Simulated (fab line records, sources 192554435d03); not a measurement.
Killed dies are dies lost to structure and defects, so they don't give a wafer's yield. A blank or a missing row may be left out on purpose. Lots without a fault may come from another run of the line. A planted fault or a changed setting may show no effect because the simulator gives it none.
Which tool did it? | flow n5_finfet | 24 lots, 72 wafers sampled, at 6 steps of a route of 1938

WHAT THE GAUGES READ, wafer by wafer
The record holds no reading of a measuring or inspecting step that can be judged against a usual standard deviation.

WHICH TOOL RAN EACH LOT (tool, then ch and the chambers of the sampled wafers, then the start)
lot  | N5_GATE_CUT_CMP_61            | N5_MOL_CONTACT_COAG_CONTACT_ETCH_14 | N5_MOL_CONTACT_COAG_CO_FILL_22   | N5_MOL_CONTACT_COAG_ALD_123       | N5_MOL_CONTACT_COAG_ALD_131      | N5_MOL_CONTACT_COAG_ETCH_91
L074 | cmp-03 ch 0,1,2, day 4 18:37  | rie_diel-01 ch 0,1,3, day 4 19:24   | cvd_co-02 ch 1,2, day 4 22:11    | ald_sin-01 ch 1,2,3, day 5 03:25  | ald_sin-01 ch 0,1,3, day 5 04:45 | rie_diel-01 ch 0,2,3, day 5 05:08
L075 | cmp-03 ch 0,3, day 5 01:10    | rie_diel-05 ch 1,3, day 5 02:07     | cvd_co-01 ch 0,1,2, day 5 04:58  | ald_sin-02 ch 1,2,3, day 5 12:31  | ald_sin-01 ch 1,3, day 5 13:55   | rie_diel-01 ch 1,2, day 5 14:12
L076 | cmp-03 ch 0,1,2, day 5 03:28  | rie_diel-06 ch 1,2, day 5 04:13     | cvd_co-02 ch 0,2, day 5 08:44    | ald_sin-02 ch 0,2,3, day 5 14:55  | ald_sin-01 ch 0,1,3, day 5 16:00 | rie_diel-05 ch 1,3, day 5 16:15
L077 | cmp-03 ch 1,3, day 5 09:02    | rie_diel-01 ch 0,1, day 5 10:13     | cvd_co-02 ch 1,2, day 5 13:29    | ald_sin-01 ch 0,1,3, day 5 19:21  | ald_sin-01 ch 0,2,3, day 5 20:35 | rie_diel-06 ch 1,2, day 5 20:47
L078 | cmp-02 ch 0,1,2, day 5 14:00  | rie_diel-01 ch 0,1,3, day 5 15:04   | cvd_co-01 ch 0,1,2, day 5 17:18  | ald_sin-01 ch 1,2, day 5 22:46    | ald_sin-01 ch 0,1,2, day 6 00:10 | rie_diel-05 ch 0,1, day 6 00:23
L079 | cmp-01 ch 0,1,3, day 5 23:27  | rie_diel-01 ch 1,2, day 6 00:15     | cvd_co-01 ch 0,1, day 6 03:30    | ald_sin-01 ch 0,3, day 6 11:11    | ald_sin-03 ch 0,3, day 6 12:50   | rie_diel-06 ch 0,2,3, day 6 13:04
L080 | cmp-01 ch 0,2,3, day 6 04:46  | rie_diel-05 ch 0,1,3, day 6 05:47   | cvd_co-01 ch 0,2, day 6 09:35    | ald_sin-01 ch 1,3, day 6 15:05    | ald_sin-01 ch 0,1,3, day 6 16:10 | rie_diel-06 ch 0,1,2, day 6 16:23
L081 | cmp-02 ch 0,1,3, day 6 10:12  | rie_diel-06 ch 1,3, day 6 11:06     | cvd_co-01 ch 0,2, day 6 13:22    | ald_sin-01 ch 0,2, day 6 19:10    | ald_sin-03 ch 0,3, day 6 20:23   | rie_diel-01 ch 0,2,3, day 6 20:36
L082 | cmp-03 ch 0,3, day 6 20:47    | rie_diel-01 ch 0,1, day 6 21:45     | cvd_co-01 ch 0,1, day 7 00:13    | ald_sin-01 ch 1,2, day 7 06:13    | ald_sin-01 ch 0,1,2, day 7 07:34 | rie_diel-06 ch 2,3, day 7 07:47
L083 | cmp-01 ch 1,2, day 6 23:04    | rie_diel-06 ch 0,2, day 6 23:54     | cvd_co-01 ch 0,1, day 7 03:11    | ald_sin-03 ch 0,1,2, day 7 08:40  | ald_sin-03 ch 0,2,3, day 7 09:57 | rie_diel-01 ch 1,3, day 7 10:10
L084 | cmp-02 ch 0,1, day 7 05:08    | rie_diel-06 ch 0,1, day 7 06:15     | cvd_co-02 ch 0,1, day 7 09:35    | ald_sin-02 ch 0,1,2, day 7 14:22  | ald_sin-01 ch 1,2,3, day 7 16:04 | rie_diel-06 ch 0,1, day 7 16:17
L086 | cmp-03 ch 0,2,3, day 7 16:02  | rie_diel-01 ch 1,3, day 7 16:56     | cvd_co-02 ch 0,2, day 7 22:55    | ald_sin-01 ch 0,3, day 8 05:36    | ald_sin-03 ch 2,3, day 8 06:42   | rie_diel-06 ch 0,2,3, day 8 06:55
L085 | cmp-02 ch 0,2,3, day 7 20:20  | rie_diel-05 ch 0,3, day 7 21:07     | cvd_co-01 ch 0,1, day 8 00:28    | ald_sin-02 ch 1,3, day 8 06:08    | ald_sin-03 ch 1,2,3, day 8 07:46 | rie_diel-01 ch 0,2, day 8 08:00
L087 | cmp-03 ch 1,2, day 7 22:41    | rie_diel-06 ch 0,2, day 7 23:47     | cvd_co-02 ch 0,1,2, day 8 03:36  | ald_sin-03 ch 0,1, day 8 08:39    | ald_sin-01 ch 0,3, day 8 10:29   | rie_diel-05 ch 1,3, day 8 10:43
L088 | cmp-02 ch 0,1, day 8 03:05    | rie_diel-06 ch 2,3, day 8 03:58     | cvd_co-02 ch 0,2, day 8 05:44    | ald_sin-01 ch 0,3, day 8 11:11    | ald_sin-01 ch 0,1,3, day 8 12:40 | rie_diel-06 ch 0,3, day 8 12:57
L089 | cmp-03 ch 0,1,3, day 8 12:40  | rie_diel-01 ch 0,2,3, day 8 13:39   | cvd_co-01 ch 0,2, day 8 16:58    | ald_sin-01 ch 0,1,2, day 9 01:25  | ald_sin-03 ch 1,2,3, day 9 02:39 | rie_diel-05 ch 0,1,2, day 9 02:52
L090 | cmp-01 ch 0,2,3, day 8 14:31  | rie_diel-05 ch 1,2,3, day 8 15:40   | cvd_co-01 ch 0,1,2, day 8 17:47  | ald_sin-03 ch 1,2,3, day 9 01:45  | ald_sin-02 ch 0,2,3, day 9 03:08 | rie_diel-06 ch 0,2,3, day 9 03:32
L091 | cmp-02 ch 0,2,3, day 8 22:03  | rie_diel-06 ch 0,3, day 8 22:59     | cvd_co-02 ch 0,1,2, day 9 02:02  | ald_sin-03 ch 1,2,3, day 9 06:57  | ald_sin-03 ch 0,2,3, day 9 08:10 | rie_diel-06 ch 0,3, day 9 08:23
L092 | cmp-03 ch 0,1, day 9 02:13    | rie_diel-06 ch 1,3, day 9 03:03     | cvd_co-02 ch 0,2, day 9 05:43    | ald_sin-01 ch 0,2,3, day 9 14:03  | ald_sin-01 ch 0,3, day 9 15:25   | rie_diel-05 ch 0,2,3, day 9 15:38
L093 | cmp-02 ch 0,2,3, day 9 08:47  | rie_diel-05 ch 1,2,3, day 9 09:45   | cvd_co-02 ch 0,1,2, day 9 12:38  | ald_sin-02 ch 1,2, day 9 18:18    | ald_sin-02 ch 1,2, day 9 19:47   | rie_diel-01 ch 0,2, day 9 20:07
L094 | cmp-01 ch 1,2, day 9 15:10    | rie_diel-05 ch 1,2,3, day 9 16:07   | cvd_co-01 ch 1,2, day 9 21:10    | ald_sin-03 ch 0,1,3, day 10 02:16 | ald_sin-03 ch 0,2, day 10 04:23  | rie_diel-06 ch 0,3, day 10 04:47
L095 | cmp-02 ch 0,1, day 9 21:46    | rie_diel-06 ch 0,3, day 9 23:23     | cvd_co-02 ch 0,1,2, day 10 03:10 | ald_sin-03 ch 0,1, day 10 07:26   | ald_sin-03 ch 1,2, day 10 08:40  | rie_diel-06 ch 0,2,3, day 10 08:55
L096 | cmp-01 ch 0,2,3, day 10 02:53 | rie_diel-01 ch 0,1,2, day 10 04:32  | cvd_co-01 ch 1,2, day 10 06:53   | ald_sin-02 ch 0,2, day 10 12:44   | ald_sin-02 ch 0,2, day 10 13:58  | rie_diel-06 ch 2,3, day 10 14:11
L097 | cmp-03 ch 1,3, day 10 14:08   | rie_diel-06 ch 1,3, day 10 15:07    | cvd_co-02 ch 0,1,2, day 10 19:30 | ald_sin-02 ch 0,3, day 11 04:47   | ald_sin-03 ch 0,3, day 11 06:02  | rie_diel-06 ch 1,3, day 11 06:20
- N5_GATE_CUT_CMP_61: polishes, stops on SiNx, t overpolish 3 s.
- N5_MOL_CONTACT_COAG_CONTACT_ETCH_14: etches SiO2 in C4F6/O2, target depth 27.5 nm, overetch 8.5 nm, time 20 s.
- N5_MOL_CONTACT_COAG_CO_FILL_22: material Co, precursor CCTBA/H2, target thk 20 nm.
- N5_MOL_CONTACT_COAG_ALD_123: deposits SiNx, target thk 5 nm, pulse time 1 s, purge time 2 s.
- N5_MOL_CONTACT_COAG_ALD_131: deposits SiO2, target thk 5 nm, pulse time 1 s, co reactant pulse time 1 s.
- N5_MOL_CONTACT_COAG_ETCH_91: etches SOC in N2/H2, target depth 60 nm, overetch 21 nm, time 101.2 s.

WHAT THE TOOLS THEMSELVES READ (means of the sampled wafers that have a number; where no wafer has one, the mark that the record gives instead)
N5_GATE_CUT_CMP_61.
lot  | tool   | motor_current_A (A) | platen_rpm (rpm) | slurry_filter_dp_kPa (kPa)
L074 | cmp-03 | 12.4                | 27.103           | 13.50
L075 | cmp-03 | 13.4                | 27.077           | 13.51
L076 | cmp-03 | 12.7                | 27.088           | 13.43
L077 | cmp-03 | 13.7                | 27.084           | 13.51
L078 | cmp-02 | 10.2                | 27.092           | 13.38
L079 | cmp-01 | 12.3                | 27.078           | 13.41
L080 | cmp-01 | 12.2                | 27.079           | 13.40
L081 | cmp-02 | 11.2                | 27.099           | 13.42
L082 | cmp-03 | 13.2                | 27.106           | 13.47
L083 | cmp-01 | 12.8                | 27.099           | 13.64
L084 | cmp-02 | 10.7                | 27.084           | 13.50
L086 | cmp-03 | 12.8                | 27.086           | 13.49
L085 | cmp-02 | 10.9                | 27.097           | 13.45
L087 | cmp-03 | 12.6                | 27.082           | 13.47
L088 | cmp-02 | 10.7                | 27.083           | 13.37
L089 | cmp-03 | 13.2                | 27.088           | 13.51
L090 | cmp-01 | 12.6                | 27.086           | 13.50
L091 | cmp-02 | 11.0                | 27.082           | 13.43
L092 | cmp-03 | 12.5                | 27.085           | 13.41
L093 | cmp-02 | 10.7                | 27.095           | 13.54
L094 | cmp-01 | 12.5                | 27.113           | 13.63
L095 | cmp-02 | 10.8                | 27.096           | 13.55
L096 | cmp-01 | 12.6                | 27.084           | 13.40
L097 | cmp-03 | 13.5                | 27.095           | 13.47

N5_MOL_CONTACT_COAG_CONTACT_ETCH_14.
lot  | tool        | drypump_motor_current_A (A) | oes_product_au (a.u.) | rf_vpp_V (V) | showerhead_plenum_p_Torr (Torr) | throttle_valve_pct (%)
L074 | rie_diel-01 | 5.8                         | 0.62                  | 692.7        | 2.85                            | 21.22
L075 | rie_diel-05 | 6.2                         | 0.72                  | 689.1        | 2.80                            | 21.32
L076 | rie_diel-06 | 5.5                         | 0.69                  | 692.4        | 2.85                            | 20.96
L077 | rie_diel-01 | 5.6                         | 0.63                  | 690.9        | 2.82                            | 21.31
L078 | rie_diel-01 | 5.8                         | 0.61                  | 691.9        | 2.85                            | 21.24
L079 | rie_diel-01 | 6.2                         | 0.66                  | 692.8        | 2.87                            | 21.19
L080 | rie_diel-05 | 6.0                         | 0.65                  | 691.0        | 2.84                            | 21.29
L081 | rie_diel-06 | 5.5                         | 0.61                  | 693.1        | 2.88                            | 21.17
L082 | rie_diel-01 | 5.9                         | 0.60                  | 688.7        | 2.77                            | 21.25
L083 | rie_diel-06 | 5.7                         | 0.70                  | 689.4        | 2.79                            | 21.05
L084 | rie_diel-06 | 6.3                         | 0.62                  | 691.1        | 2.82                            | 21.34
L086 | rie_diel-01 | 5.5                         | 0.62                  | 692.4        | 2.88                            | 21.36
L085 | rie_diel-05 | 5.7                         | 0.60                  | 693.4        | 2.87                            | 21.27
L087 | rie_diel-06 | 5.7                         | 0.69                  | 690.2        | 2.78                            | 21.07
L088 | rie_diel-06 | 5.0                         | 0.68                  | 689.4        | 2.78                            | 21.06
L089 | rie_diel-01 | 6.3                         | 0.69                  | 695.8        | 2.95                            | 21.04
L090 | rie_diel-05 | 6.1                         | 0.66                  | 690.8        | 2.82                            | 21.37
L091 | rie_diel-06 | 5.3                         | 0.65                  | 688.5        | 2.77                            | 21.26
L092 | rie_diel-06 | 5.5                         | 0.77                  | 693.5        | 2.88                            | 20.95
L093 | rie_diel-05 | 6.0                         | 0.66                  | 690.3        | 2.81                            | 21.38
L094 | rie_diel-05 | 6.1                         | 0.65                  | 690.9        | 2.81                            | 21.39
L095 | rie_diel-06 | 5.9                         | 0.63                  | 688.9        | 2.76                            | 21.36
L096 | rie_diel-01 | 6.1                         | 0.68                  | 694.2        | 2.92                            | 21.15
L097 | rie_diel-06 | 5.5                         | 0.76                  | 692.8        | 2.87                            | 20.96

N5_MOL_CONTACT_COAG_CO_FILL_22.
lot  | tool      | heater_power_w (W)
L074 | cvd_co-02 | 241
L075 | cvd_co-01 | 233
L076 | cvd_co-02 | 251
L077 | cvd_co-02 | 235
L078 | cvd_co-01 | 232
L079 | cvd_co-01 | 237
L080 | cvd_co-01 | 227
L081 | cvd_co-01 | 221
L082 | cvd_co-01 | 243
L083 | cvd_co-01 | 237
L084 | cvd_co-02 | 224
L086 | cvd_co-02 | 251
L085 | cvd_co-01 | 243
L087 | cvd_co-02 | 236
L088 | cvd_co-02 | 250
L089 | cvd_co-01 | 219
L090 | cvd_co-01 | 236
L091 | cvd_co-02 | 239
L092 | cvd_co-02 | 252
L093 | cvd_co-02 | 236
L094 | cvd_co-01 | 238
L095 | cvd_co-02 | 238
L096 | cvd_co-01 | 241
L097 | cvd_co-02 | 242

N5_MOL_CONTACT_COAG_ALD_123.
lot  | tool       | heater_power_w (W) | precursor_pulse_height_rel
L074 | ald_sin-01 | 810                | 1.007
L075 | ald_sin-02 | 799                | 1.025
L076 | ald_sin-02 | 817                | 1.006
L077 | ald_sin-01 | 795                | 1.013
L078 | ald_sin-01 | 811                | 1.011
L079 | ald_sin-01 | 790                | 0.998
L080 | ald_sin-01 | 834                | 1.018
L081 | ald_sin-01 | 784                | 0.986
L082 | ald_sin-01 | 797                | 0.974
L083 | ald_sin-03 | 805                | 1.004
L084 | ald_sin-02 | 862                | 0.994
L086 | ald_sin-01 | 756                | 1.003
L085 | ald_sin-02 | 789                | 0.994
L087 | ald_sin-03 | 802                | 1.004
L088 | ald_sin-01 | 792                | 1.017
L089 | ald_sin-01 | 788                | 0.989
L090 | ald_sin-03 | 842                | 1.004
L091 | ald_sin-03 | 858                | 1.021
L092 | ald_sin-01 | 780                | 0.990
L093 | ald_sin-02 | 837                | 1.020
L094 | ald_sin-03 | 855                | 0.983
L095 | ald_sin-03 | 831                | 1.001
L096 | ald_sin-02 | 830                | 1.008
L097 | ald_sin-02 | 792                | 1.001

N5_MOL_CONTACT_COAG_ALD_131.
lot  | tool       | heater_power_w (W) | precursor_pulse_height_rel
L074 | ald_sin-01 | 74                 | 0.992
L075 | ald_sin-01 | 76                 | 0.992
L076 | ald_sin-01 | 73                 | 0.996
L077 | ald_sin-01 | 71                 | 1.012
L078 | ald_sin-01 | 73                 | 0.997
L079 | ald_sin-03 | 83                 | 1.011
L080 | ald_sin-01 | 74                 | 1.002
L081 | ald_sin-03 | 84                 | 1.006
L082 | ald_sin-01 | 73                 | 1.008
L083 | ald_sin-03 | 77                 | 0.999
L084 | ald_sin-01 | 75                 | 1.003
L086 | ald_sin-03 | 74                 | 1.013
L085 | ald_sin-03 | 81                 | 1.002
L087 | ald_sin-01 | 73                 | 1.012
L088 | ald_sin-01 | 74                 | 1.005
L089 | ald_sin-03 | 78                 | 1.010
L090 | ald_sin-02 | 76                 | 0.990
L091 | ald_sin-03 | 75                 | 1.011
L092 | ald_sin-01 | 72                 | 0.989
L093 | ald_sin-02 | 78                 | 0.993
L094 | ald_sin-03 | 68                 | 0.994
L095 | ald_sin-03 | 72                 | 0.993
L096 | ald_sin-02 | 82                 | 1.020
L097 | ald_sin-03 | 76                 | 1.010

N5_MOL_CONTACT_COAG_ETCH_91.
lot  | tool        | drypump_motor_current_A (A) | oes_product_au (a.u.) | rf_vpp_V (V) | showerhead_plenum_p_Torr (Torr) | throttle_valve_pct (%)
L074 | rie_diel-01 | 6.3                         | 0.60                  | 523.5        | 2.53                            | 17.80
L075 | rie_diel-01 | 5.7                         | 0.64                  | 523.5        | 2.54                            | 17.91
L076 | rie_diel-05 | 6.2                         | 0.69                  | 521.6        | 2.47                            | 17.96
L077 | rie_diel-06 | 5.5                         | 0.68                  | 524.8        | 2.54                            | 17.67
L078 | rie_diel-05 | 5.7                         | 0.68                  | 523.1        | 2.55                            | 17.95
L079 | rie_diel-06 | 5.5                         | 0.67                  | 521.1        | 2.47                            | 17.77
L080 | rie_diel-06 | 5.8                         | 0.64                  | 523.8        | 2.52                            | 17.83
L081 | rie_diel-01 | 6.3                         | 0.60                  | 523.1        | 2.52                            | 17.82
L082 | rie_diel-06 | 5.0                         | 0.67                  | 521.3        | 2.47                            | 17.73
L083 | rie_diel-01 | 5.7                         | 0.60                  | 525.4        | 2.58                            | 17.88
L084 | rie_diel-06 | 6.0                         | 0.59                  | 524.2        | 2.56                            | 17.98
L086 | rie_diel-06 | 5.5                         | 0.66                  | 521.0        | 2.46                            | 17.79
L085 | rie_diel-01 | 6.4                         | 0.77                  | 527.0        | 2.67                            | 17.61
L087 | rie_diel-05 | 6.2                         | 0.67                  | 521.7        | 2.46                            | 18.01
L088 | rie_diel-06 | 5.9                         | 0.62                  | 521.4        | 2.45                            | 17.93
L089 | rie_diel-05 | 5.6                         | 0.64                  | 523.9        | 2.55                            | 17.91
L090 | rie_diel-06 | 5.5                         | 0.65                  | 520.5        | 2.46                            | 17.81
L091 | rie_diel-06 | 5.3                         | 0.63                  | 521.2        | 2.45                            | 17.91
L092 | rie_diel-05 | 5.9                         | 0.61                  | 523.3        | 2.52                            | 17.93
L093 | rie_diel-01 | 6.5                         | 0.69                  | 524.8        | 2.60                            | 17.72
L094 | rie_diel-06 | 5.9                         | 0.61                  | 520.1        | 2.44                            | 17.96
L095 | rie_diel-06 | 5.5                         | 0.64                  | 521.4        | 2.45                            | 17.83
L096 | rie_diel-06 | 5.1                         | 0.66                  | 522.0        | 2.46                            | 17.69
L097 | rie_diel-06 | 5.5                         | 0.73                  | 524.5        | 2.56                            | 17.70

THE ANSWER, worked out from the rows above alone
Rule: what is usual is taken from the lots themselves. Put in order of their means at a reading, lots are off if they are a third of the lots or fewer, leave a main group of 4 or more, and stand apart from it by a gap of 3 or more times the standard deviation of the main group's means; of several such gaps the widest counts. A main group whose means are all the same, to the digits that the tables above print for the reading, isn't used. A lot without any number at a reading at which 4 lots or more have one is off too. The other lots that the step has rows for count as sound. The gauges are gone through in route order, then the tools' own readings, and for those a lot's mean is taken as printed above. The first step at which some lot is off is used, and at that step the reading that is off furthest; a lot without a number counts as furthest.
No lot is off at any reading shown: from this, nothing can be told.

WHAT THE SIMULATOR HAD PUT IN
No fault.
